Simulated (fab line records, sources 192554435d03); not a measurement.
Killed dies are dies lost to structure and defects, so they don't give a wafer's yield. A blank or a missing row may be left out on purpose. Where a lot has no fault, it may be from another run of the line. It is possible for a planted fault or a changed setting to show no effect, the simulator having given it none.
fab line records | flow n5-finfet
[record] lots = 14 wafers = 42 last-day = 16
route steps=1938 shown BEOL_M8@1387 BEOL_M9@1419
lots untouched by any fault: they come from a run of this same line in which no faults occurred
start-h: hours from the record's first day to the start of the lot's first wafer shown | wait-h: hours from the lot's prior step to this one | " same as the row above | L1.1+2: a row that stands for several wafers | - no value, or no start given | * or withheld: withheld | < > ~ a bound
route shown NAME@n: NAME is a module with steps in the file, n the number in the route of the first one | usual: average and standard deviation across the fault-free wafers | same: alike in all rows | chamber/n: place in a boat | sites: each site's reading | _std_site: how widely they spread, as a standard deviation | _edge_site: the outer-site mean with the inner-site mean subtracted | radius-mm: how far each site lies from the wafer's centre | mask NAME#n: copy n | behind: tool/chamber where the wafer was last shaped | hold: why the lot was held/for how many hours/how that ended | device: the transistor (n, p or np) that didn't switch | end of line: the tests these same wafers got at the end of their route | a step with no rows: only its recipe | killed: at the first sort, the dies lost to defects and structure; wafer yield is something else | map: the dies of a wafer, with x for killed, . for not killed, _ for no die there
set.NAME: setting as actually run; set.NAME@STEP: the setting as run at that earlier step | model.NAME: the simulator's own value behind a step, which no gauge read
route steps across a sampled set of lots; one table per step, one row per wafer
services: the hour from which a tool's chamber was out of use, counted from the record's first day as start-h (under 0 if before that day), plus the number of hours and why
[[steps]]
[step N5_BEOL_M8_DEGAS_44]
[recipe] ambient = vacuum temp-c = 250 time-s = 60
[usual] heater-power-w = 337/41 susceptor-temp-C = 250.01/0.17
// columns lot.wafer tool chamber start-h wait-h heater-power-w susceptor-temp-C
L433.1 pvd-sputter-01 - 211.14 0.3 336 249.97
L433.4 " - " " 365 249.92
L433.6 " - " " 360 249.71
L434.2 pvd-sputter-03 - 216.51 0.3 266 250.21
L434.3 " - " " 309 250.25
L434.6 " - " " 264 250.11
L437.2 pvd-sputter-02 - 245.28 0.4 322 249.80
L437.3 " - " " 403 250.03
L437.5 " - " " 306 250.09
L440.1 pvd-sputter-01 - 250.16 0.5 343 249.79
L440.2 " - " " 326 250.11
L440.4 " - " " 370 249.55
L438.1 pvd-sputter-01 - 255.36 0.5 335 249.91
L438.5 " - " " 360 250.27
L438.6 " - " " 368 250.05
L439.1 pvd-sputter-02 - 258.32 0.3 306 250.28
L439.3 " - " " 392 250.10
L439.5 " - " " 394 249.94
L441.2 pvd-sputter-03 - 258.84 0.2 323 249.79
L441.3 " - " " 255 250.15
L441.4 " - " " 292 249.99
L442.1 pvd-sputter-03 - 262.80 0.9 309 250.05
L442.5 " - " " 374 249.95
L442.6 " - " " 298 250.33
L443.3 pvd-sputter-02 - 267.99 0.4 399 250.07
L443.4 " - " " 400 249.91
L443.6 " - " " 315 249.92
L444.1 pvd-sputter-02 - 276.67 0.5 324 249.95
L444.3 " - " " 396 249.72
L444.5 " - " " 308 249.77
L446.2 pvd-sputter-03 - 290.25 0.4 284 249.95
L446.5 " - " " 316 250.00
L446.6 " - " " 259 249.72
L450.2 pvd-sputter-02 - 311.10 0.2 317 250.38
L450.3 " - " " 394 249.77
L450.5 " - " " 401 249.96
L451.1 pvd-sputter-02 - 321.04 0.7 323 250.13
L451.2 " - " " 397 250.32
L451.5 " - " " 299 250.04
L453.2 pvd-sputter-01 - 326.76 0.4 309 249.91
L453.3 " - " " 357 249.91
L453.6 " - " " 311 250.37
[step N5_BEOL_M9_ETCH_62]
[recipe] chemistry = N2/H2 target = SOC target-depth-a = 1100 overetch-a = 220 mask-material = SiARC temp-c = 40 time-s = 165 ion-energy-ev = 200 pressure-mtorr = 30 source-w = 840 bias-w = 150 n2-flow-sccm = 200 h2-flow-sccm = 200
[usual] drypump-motor-current-A = 5.8/0.49 oes-product-au = 0.68/0.062 rf-vpp-V = 523.7/2.3 showerhead-plenum-p-Torr = 2.53/0.079 throttle-valve-pct = 17.70/0.29
// columns lot.wafer tool chamber start-h wait-h drypump-motor-current-A oes-product-au rf-hours-counter-h rf-vpp-V showerhead-plenum-p-Torr throttle-valve-pct
L433.1 rie-diel-03 1 216.88 0.0 6.6 0.64 169 523.7 2.52 17.77
L433.4 " 0 " " 6.1 0.69 73 524.5 2.58 18.05
L433.6 " 0 " " 6.1 0.70 - 526.7 2.58 18.05
L434.2 rie-diel-03 1 222.13 0.0 6.6 0.64 171 523.9 2.52 17.78
L434.3 " 2 " " 5.8 0.65 123 524.3 2.56 17.67
L434.6 " 1 " " 6.6 0.64 - 523.1 2.52 17.78
L437.2 rie-diel-01 1 250.41 0.0 5.4 0.71 55 521.4 2.47 17.28
L437.3 " 2 " " 5.3 0.74 42 522.1 2.44 17.31
L437.5 " 2 " " 5.2 0.74 - 523.6 2.44 17.30
L440.1 rie-diel-05 1 255.49 0.0 6.0 0.84 3 525.7 2.59 17.19
L440.2 " 0 " " 5.1 0.60 204 519.9 2.43 17.90
L440.4 " 3 " " 5.8 0.60 219 527.0 2.63 18.18
L438.1 rie-diel-05 3 259.74 0.0 5.8 0.60 221 524.3 2.63 18.19
L438.5 " 0 " " 5.1 0.60 - 519.3 2.43 17.91
L438.6 " 3 " " 5.8 0.60 - 525.9 2.63 18.19
L439.1 rie-diel-01 1 261.88 0.0 5.4 0.70 58 522.4 2.47 17.29
L439.3 " 2 " " 5.3 0.73 45 522.5 2.44 17.32
L439.5 " 0 " " 5.5 0.71 - 521.7 2.46 17.60
L441.2 rie-diel-05 0 264.65 0.0 5.1 0.60 207 520.5 2.43 17.93
L441.3 " 3 " " 5.8 0.60 223 526.2 2.62 18.19
L441.4 " 1 " " 6.0 0.83 6 525.5 2.59 17.23
L442.1 rie-diel-05 2 267.72 0.0 5.1 0.70 93 521.3 2.45 17.74
L442.5 " 2 " " 5.1 0.70 - 521.7 2.45 17.76
L442.6 " 3 " " 5.8 0.60 - 527.8 2.62 18.19
L443.3 rie-diel-05 0 272.57 0.0 5.1 0.60 209 522.3 2.43 17.92
L443.4 " 2 " " 5.1 0.70 95 521.1 2.45 17.75
L443.6 " 2 " " 5.0 0.70 - 521.1 2.45 17.75
L444.1 rie-diel-01 0 282.04 0.0 5.5 0.70 56 523.7 2.46 17.58
L444.3 " 2 " " 5.2 0.73 52 522.4 2.44 17.32
L444.5 " 3 " " 6.0 0.70 - 525.3 2.56 17.73
L446.2 rie-diel-01 3 294.17 0.0 6.0 0.68 86 524.1 2.56 17.75
L446.5 " 0 " " 5.5 0.71 - 523.2 2.46 17.59
L446.6 " 1 " " 5.4 0.69 - 522.0 2.47 17.31
L450.2 rie-diel-05 1 315.59 0.0 5.9 0.79 23 525.4 2.58 17.24
L450.3 " 0 " " 5.1 0.59 225 520.4 2.43 17.96
L450.5 " 1 " " 5.9 0.79 - 527.3 2.58 17.26
L451.1 rie-diel-03 1 326.87 0.0 6.6 0.62 203 523.0 2.50 17.83
L451.2 " 0 " " 6.1 0.66 106 524.8 2.56 18.10
L451.5 " 1 " " 6.6 0.62 - 522.5 2.50 17.84
L453.2 rie-diel-03 1 335.29 0.0 6.6 0.62 206 523.9 2.50 17.84
L453.3 " 0 " " 6.1 0.67 109 525.0 2.56 18.10
L453.6 " 3 " " 6.5 0.69 - 527.6 2.68 17.69
[step N5_BEOL_M9_HM_OPEN_17]
[recipe] chemistry = Cl2/BCl3 target-depth-a = 200 overetch-a = 60 target = TiN mask-material = SOC ion-energy-ev = 150 pressure-mtorr = 10 icp-w = 1000 bias-w = 126 Cl2_flow_sccm = 53.25 bcl3-flow-sccm = 21.75 Ar_flow_sccm = 25
[usual] bcl3-flow-sccm = 21.75/0.064 bias-w = 125.9/0.37 drypump-motor-current-A = 5.7/0.41 mfc-cl2-sccm = 53.23/0.15 oes_ar_750_au = 0.85/0.12 oes-product-au = 0.72/0.094 throttle-valve-pct = 22.10/0.23
// columns lot.wafer tool chamber start-h wait-h bcl3-flow-sccm bias-w drypump-motor-current-A mfc-cl2-sccm oes_ar_750_au oes-product-au rf-hours-counter-h throttle-valve-pct
L433.1 rie-metal-02 0 217.07 0.0 21.69 125.3 5.9 53.23 0.95 0.81 3 22.14
L433.4 " 1 " " 21.72 126.0 5.8 53.15 0.68 0.53 - 22.40
L433.6 " 0 " " 21.83 125.7 5.9 53.37 0.94 0.81 - 22.16
L434.2 rie-metal-03 0 222.32 0.0 21.68 126.1 5.9 53.23 0.75 0.68 34 22.28
L434.3 " 0 " " 21.70 125.8 5.9 53.16 0.76 0.67 - 22.28
L434.6 " 1 " " 21.76 125.9 5.3 52.96 0.61 0.53 - 22.38
L437.2 rie-metal-02 0 250.62 0.1 21.73 126.4 5.8 53.14 0.91 0.78 - 22.15
L437.3 " 0 " " 21.71 126.6 5.8 52.98 0.92 0.77 - 22.16
L437.5 " 0 " " 21.78 126.3 5.8 53.17 0.91 0.78 - 22.16
L440.1 rie-metal-03 1 255.68 0.0 21.71 126.3 5.3 53.17 0.96 0.84 0 22.21
L440.2 " 0 " " 21.67 125.7 5.9 53.14 0.75 0.66 37 22.31
L440.4 " 0 " " 21.78 126.4 5.9 53.26 0.75 0.65 - 22.30
L438.1 rie-metal-01 0 259.93 0.0 21.77 126.3 6.2 53.48 0.94 0.76 7 21.69
L438.5 " 1 " " 21.72 125.4 5.0 53.12 0.65 0.53 - 22.26
L438.6 " 0 " " 21.76 125.9 6.2 53.18 0.94 0.78 - 21.68
L439.1 rie-metal-01 0 262.08 0.0 21.77 125.8 6.2 52.95 0.93 0.77 7 21.69
L439.3 " 0 " " 21.74 125.5 6.2 53.34 0.93 0.78 - 21.68
L439.5 " 0 " " 21.78 126.1 6.2 53.31 0.94 0.76 - 21.71
L441.2 rie-metal-02 0 264.84 0.0 21.71 125.5 5.8 53.14 0.90 0.76 9 22.17
L441.3 " 1 " " 21.76 125.3 5.8 53.25 1.04 0.81 - 22.13
L441.4 " 0 " " 21.64 125.6 5.8 53.14 0.91 0.77 - 22.19
L442.1 rie-metal-01 1 267.91 0.0 21.75 126.2 5.0 53.32 0.64 0.53 114 22.28
L442.5 " 1 " " 21.71 126.3 5.0 53.58 0.65 0.52 - 22.30
L442.6 " 0 " " 21.84 125.3 6.2 53.25 0.93 0.77 - 21.69
L443.3 rie-metal-03 0 272.78 0.1 21.83 126.0 5.9 53.38 0.75 0.66 - 22.30
L443.4 " 1 " " 21.77 125.6 5.3 53.25 0.93 0.80 - 22.24
L443.6 " 0 " " 21.82 125.9 5.9 53.09 0.74 0.66 - 22.31
L444.1 rie-metal-03 0 282.22 0.0 21.73 126.2 5.9 53.20 0.74 0.65 40 22.32
L444.3 " 1 " " 21.74 126.6 5.3 53.08 0.91 0.79 - 22.23
L444.5 " 1 " " 21.62 126.1 5.3 53.07 0.91 0.79 - 22.23
L446.2 rie-metal-01 0 294.35 0.0 21.67 126.4 6.2 53.15 0.92 0.77 9 21.68
L446.5 " 0 " " 21.75 126.3 6.2 52.98 0.92 0.77 - 21.69
L446.6 " 1 " " 21.81 126.1 5.0 53.28 0.64 0.53 - 22.26
L450.2 rie-metal-03 1 315.78 0.0 21.74 125.8 5.3 53.45 0.89 0.77 6 22.25
L450.3 " 1 " " 21.76 126.2 5.3 53.19 0.89 0.77 - 22.24
L450.5 " 0 " " 21.85 125.9 5.9 53.10 0.74 0.65 - 22.31
L451.1 rie-metal-03 0 327.06 0.0 - - - - - - - -
L451.2 " 1 " " - - - - - - - -
L451.5 " 0 " " - - - - - - - -
L453.2 rie-metal-01 0 335.48 0.0 - - - - - - - -
L453.3 " 0 " " - - - - - - - -
L453.6 " 0 " " - - - - - - - -
[step N5_BEOL_M9_STRIP_19]
[recipe] chemistry = O2 power-w = 400 temp-c = 40 pressure-mtorr = 30 rf-frequency-hz = 6e+07 bias-power-w = 0 overash-fraction = 0.2 o2-flow-sccm = 225
[usual] drypump-motor-current-A = 5.7/0.49 oes-product-au = 0.80/0.078 rf-vpp-V = 3.6/0.61 showerhead-plenum-p-Torr = 2.09/0.062 throttle-valve-pct = 16.62/0.24
// columns lot.wafer tool chamber start-h wait-h drypump-motor-current-A oes-product-au rf-hours-counter-h rf-vpp-V showerhead-plenum-p-Torr throttle-valve-pct
L433.1 rie-diel-05 0 217.20 0.1 5.1 0.71 192 2.6 2.02 16.71
L433.4 " 0 " " 5.2 0.71 - 3.5 2.02 16.71
L433.6 " 2 " " 5.0 0.84 - 4.2 2.03 16.59
L434.2 rie-diel-01 1 222.44 0.1 5.4 0.85 48 2.9 2.06 16.34
L434.3 " 2 " " 5.3 0.89 35 3.8 2.06 16.47
L434.6 " 1 " " 5.4 0.85 - 4.0 2.06 16.32
L437.2 rie-diel-01 3 250.79 0.1 6.1 0.82 73 4.0 2.12 16.57
L437.3 " 0 " " 5.5 0.88 47 3.0 2.03 16.38
L437.5 " 1 " " 5.4 0.84 - 3.4 2.05 16.33
L440.1 rie-diel-05 0 255.79 0.1 5.1 0.70 204 3.9 2.01 16.75
L440.2 " 2 " " 5.1 0.84 89 3.5 2.02 16.63
L440.4 " 1 " " 6.0 1.00 4 2.8 2.15 16.17
L438.1 rie-diel-03 0 260.04 0.1 6.0 0.79 85 3.3 2.10 16.63
L438.5 " 1 " " 6.6 0.74 - 3.9 2.06 16.68
L438.6 " 2 " " 5.8 0.77 - 4.3 2.10 16.58
L439.1 rie-diel-01 1 262.35 0.2 5.4 0.83 58 4.0 2.05 16.37
L439.3 " 3 " " 6.0 0.82 76 4.0 2.12 16.59
L439.5 " 2 " " 5.3 0.87 - 2.7 2.06 16.48
L441.2 rie-diel-05 0 264.95 0.1 5.2 0.70 208 3.2 2.01 16.74
L441.3 " 1 " " 5.9 0.99 6 4.0 2.14 16.17
L441.4 " 2 " " 5.0 0.84 93 4.2 2.02 16.64
L442.1 rie-diel-05 1 268.02 0.1 5.9 1.00 7 3.9 2.14 16.18
L442.5 " 3 " " 5.8 0.70 - 3.6 2.18 17.14
L442.6 " 0 " " 5.1 0.69 - 3.5 2.01 16.74
L443.3 rie-diel-03 3 273.02 0.2 6.5 0.84 58 3.7 2.22 16.50
L443.4 " 2 " " 5.8 0.75 139 4.1 2.10 16.58
L443.6 " 1 " " 6.6 0.72 - 3.9 2.06 16.69
L444.1 rie-diel-05 1 282.33 0.1 5.9 0.99 11 3.0 2.14 16.19
L444.3 " 3 " " 5.8 0.71 228 2.6 2.18 17.13
L444.5 " 2 " " 5.0 0.84 - 4.1 2.02 16.65
L446.2 rie-diel-03 0 294.46 0.1 6.1 0.78 96 3.3 2.10 16.64
L446.5 " 1 " " 6.6 0.73 - 4.2 2.05 16.68
L446.6 " 0 " " 6.0 0.78 - 3.5 2.10 16.62
L450.2 rie-diel-05 0 315.94 0.1 5.1 0.68 226 4.1 2.01 16.77
L450.3 " 2 " " 5.0 0.81 109 4.2 2.01 16.65
L450.5 " 3 " " 5.8 0.69 - 3.1 2.17 17.15
L451.1 rie-diel-03 2 327.17 0.1 5.8 0.74 156 3.3 2.09 16.62
L451.2 " 1 " " 6.5 0.72 204 3.8 2.05 16.70
L451.5 " 1 " " 6.6 0.72 - 2.2 2.05 16.72
L453.2 rie-diel-05 0 335.59 0.1 5.1 0.69 231 3.5 2.00 16.81
L453.3 " 1 " " 6.0 0.93 29 3.2 2.14 16.24
L453.6 " 3 " " 5.8 0.69 - 4.3 2.17 17.18
[step N5_BEOL_M9_CD_MEAS_18]
[recipe] pitch-nm = 140 target-cd-nm = 70
[usual] cd-nm = 70.5/0.8
// columns lot.wafer tool chamber start-h wait-h cd-nm
L433.1 cd-sem-02 - 217.27 0.0 71.7
L433.4 " - " " 69.3
L433.6 " - " " 70.6
L434.2 cd-sem-02 - 222.51 0.1 69.9
L434.3 " - " " 71.3
L434.6 " - " " 69.7
L437.2 cd-sem-02 - 250.86 0.1 70.3
L437.3 " - " " 70.2
L437.5 " - " " 70.7
L440.1 cd-sem-02 - 255.86 0.0 69.8
L440.2 " - " " 70.8
L440.4 " - " " 70.6
L438.1 cd-sem-02 - 260.11 0.0 69.3
L438.5 " - " " 70.4
L438.6 " - " " 71.3
L439.1 cd-sem-03 - 262.42 0.0 71.6
L439.3 " - " " 69.2
L439.5 " - " " 69.7
L441.2 cd-sem-01 - 265.02 0.1 69.7
L441.3 " - " " 70.3
L441.4 " - " " 69.7
L442.1 cd-sem-02 - 268.09 0.0 70.7
L442.5 " - " " 71.3
L442.6 " - " " 69.7
L443.3 cd-sem-01 - 273.09 0.1 71.8
L443.4 " - " " 69.5
L443.6 " - " " 70.4
L444.1 cd-sem-02 - 282.40 0.0 69.6
L444.3 " - " " 69.5
L444.5 " - " " 71.1
L446.2 cd-sem-03 - 294.54 0.1 71.5
L446.5 " - " " 70.0
L446.6 " - " " 71.0
L450.2 cd-sem-03 - 316.01 0.1 70.2
L450.3 " - " " 71.5
L450.5 " - " " 71.0
L451.1 cd-sem-02 - 327.24 0.0 -
L451.2 " - " " -
L451.5 " - " " -
L453.2 cd-sem-03 - 335.66 0.1 -
L453.3 " - " " -
L453.6 " - " " -
[[services]]
// columns tool chamber start-h hours kind
rie-metal-03 0 191.21 15.5 repair
rie-diel-05 0 200.72 8.9 repair
rie-diel-05 1 203.12 7.6 repair
rie-diel-05 1 211.16 - clean
rie-diel-05 1 211.16 - consumable-replace:focus-ring
rie-diel-05 1 211.16 31.8 scheduled-down
rie-diel-05 1 211.16 31.8 vent-cycle
rie-diel-05 3 215.05 2.0 repair
rie-metal-03 - 225.39 1.4 pm
rie-metal-03 1 231.34 - clean
rie-metal-03 1 231.34 21.0 scheduled-down
rie-metal-03 1 231.34 21.0 vent-cycle
rie-metal-02 1 242.07 - clean
rie-metal-02 1 242.07 20.0 scheduled-down
rie-metal-02 1 242.07 20.0 vent-cycle
rie-diel-03 3 256.81 3.9 repair
rie-metal-03 0 277.46 1.2 repair
rie-metal-02 0 281.18 8.2 repair
rie-metal-01 - 282.30 2.8 pm
rie-metal-01 1 313.16 2.2 repair
[[key]]
[first-sign] step = N5_BEOL_M9_HM_OPEN_17 reading = tool-record direction = missing
[effect] step = N5_BEOL_M9_CD_MEAS_18 reading = cd-nm direction = missing
met-at N5_BEOL_M9_HM_OPEN_17
struck-lots L451,L453
later-rows-left-out L451.1,L451.2,L451.5,L453.2,L453.3,L453.6
sort-left-out L451.1,L451.2,L451.5,L453.2,L453.3,L453.6
not-acting-at N5_BEOL_M8_DEGAS_44,N5_BEOL_M9_ETCH_62,N5_BEOL_M9_STRIP_19
onset-between 315.78 327.06
[fault] kind = skipped-step-whole tool = rie-metal-01,rie-metal-03 chamber = - onset-h = 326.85 steps = N5_BEOL_M9_HM_OPEN_17 scope = struck-lots-only
// sort-left-out: the simulated sort isn't trusted on such a fault, so these wafers' sort isn't shown, and their yield isn't known
// later-rows-left-out: the simulator's readings of these wafers behind a module that went badly wrong aren't trusted and aren't shown, but for the sort
